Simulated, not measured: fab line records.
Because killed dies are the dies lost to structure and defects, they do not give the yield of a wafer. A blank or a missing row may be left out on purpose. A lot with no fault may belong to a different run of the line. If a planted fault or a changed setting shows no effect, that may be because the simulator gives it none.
Split-lot experiment | flow n5-finfet | on a route of 1938 steps: 7 lots, 21 wafers read

== THE SPLIT ITSELF ==
At N5_BEOL_M5_COAT_05 (resist thk 30 nm), the setting spin-rpm was moved away from the recipe's 1500 rpm on 7 of the 21 wafers read, by +3.2% to +6.8%. For the rest of the wafers, this setting stayed at what the recipe calls for.

Reading taken at the split's own step.

== THE READING ==
CAR-EUV_of_BEOL_M5_COAT_05.thk-nm (the simulator's own value, which no gauge read), in nm, at N5_BEOL_M5_COAT_05 (resist thk 30 nm). The file does not state a usual value for it. Average 30.1 nm, standard deviation 0.099 nm, over the 14 wafers here run with the recipe.

wafer  | tool, chamber at the split | spin-rpm as run, rpm | against the recipe | CAR-EUV_of_BEOL_M5_COAT_05.thk-nm, nm | against lot-mates on the recipe
L075.1 | litho-track-01, 0          | 1500                 | recipe             | 30                                    | -
L075.2 | litho-track-01, 0          | 1500                 | recipe             | 30.2                                  | -
L075.3 | litho-track-01, 0          | 1500                 | recipe             | 30.2                                  | -
L076.3 | litho-track-04, 0          | 1500                 | recipe             | 30.2                                  | -
L076.4 | litho-track-04, 0          | 1500                 | recipe             | 30.2                                  | -
L076.6 | litho-track-04, 0          | 1500                 | recipe             | 30.2                                  | -
L081.1 | litho-track-03, 0          | 1586                 | +5.7%              | 29.2                                  | -1.0
L081.3 | litho-track-03, 0          | 1586                 | +5.7%              | 29.2                                  | -1.0
L081.2 | litho-track-03, 0          | 1500                 | recipe             | 30.2                                  | -
L083.1 | litho-track-04, 0          | 1500                 | recipe             | 30.2                                  | -
L083.2 | litho-track-04, 0          | 1500                 | recipe             | 30                                    | -
L083.3 | litho-track-04, 0          | 1500                 | recipe             | 30                                    | -
L086.3 | litho-track-04, 0          | 1500                 | recipe             | 30                                    | -
L086.4 | litho-track-04, 0          | 1596                 | +6.4%              | 29.2                                  | -0.9
L086.6 | litho-track-04, 0          | 1500                 | recipe             | 30.2                                  | -
L089.1 | litho-track-04, 0          | 1548                 | +3.2%              | 29.8                                  | -0.2
L089.3 | litho-track-04, 0          | 1500                 | recipe             | 30                                    | -
L089.4 | litho-track-04, 0          | 1548                 | +3.2%              | 29.6                                  | -0.4
L090.4 | litho-track-03, 0          | 1500                 | recipe             | 30                                    | -
L090.5 | litho-track-03, 0          | 1602                 | +6.8%              | 29.2                                  | -0.8
L090.6 | litho-track-03, 0          | 1602                 | +6.8%              | 29.2                                  | -0.8

FIT RESULTS
A straight line over all 21 wafers: CAR-EUV_of_BEOL_M5_COAT_05.thk-nm changes by -0.143 nm for each +1% of spin-rpm; r = -0.97; the points scatter about the line by 0.099 nm.
The same after taking each lot's own level away (the mean of its wafers on the recipe; 21 wafers): -0.138 nm for each +1%; r = -0.96; scatter 0.12 nm.
Per that fit: largest spin-rpm move, reading shift of 0.94 nm.
Across the lots, their own levels run from 30.00 to 30.20 nm, a range of 2.0 times the standard deviation given above.
Hence the lot-to-lot level has little effect on the slope; both slopes agree.
Check: -0.966 nm against its lot-mates is what the line predicts for one of the wafers moved furthest among these (+6.8%) when that wafer is left out of the fit. It came out at -0.8 nm against them.

== OTHER SPLITS APPLIED TO THESE WAFERS ==
These wafers also went through other splits before the reading. Each is held against what the fit with the lots' levels taken away leaves over:
other split on the same wafers    | wafers away from the commonest value | r with CAR-EUV_of_BEOL_M5_COAT_05.thk-nm (lot level and that fit taken away)
N5_BEOL_M0_CUTY_EXPOSE_54 dose-mj | 6                                    | -0.07
N5_BEOL_M0_ETCH_109 bias-w        | 8                                    | -0.03
N5_BEOL_M1_CMP_52 down-force-psi  | 6                                    | +0.33
N5_BEOL_M2_COAT_61 spin-rpm       | 7                                    | +0.54
N5_BEOL_M2_COAT_62 spin-rpm       | 6                                    | -0.01
N5_BEOL_M2_SPUTTER_86 time-s      | 8                                    | +0.52
N5_BEOL_M3_EXPOSE_25 dose-mj      | 6                                    | +0.00
N5_BEOL_M4_COAT_67 spin-rpm       | 7                                    | +0.10
N5_BEOL_M4_COAT_22 spin-rpm       | 6                                    | -0.38

== THE FILE'S OWN FIT ==
CAR-EUV_of_BEOL_M5_COAT_05.thk-nm changes by -0.137 nm for each +1% of spin-rpm, r = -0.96.
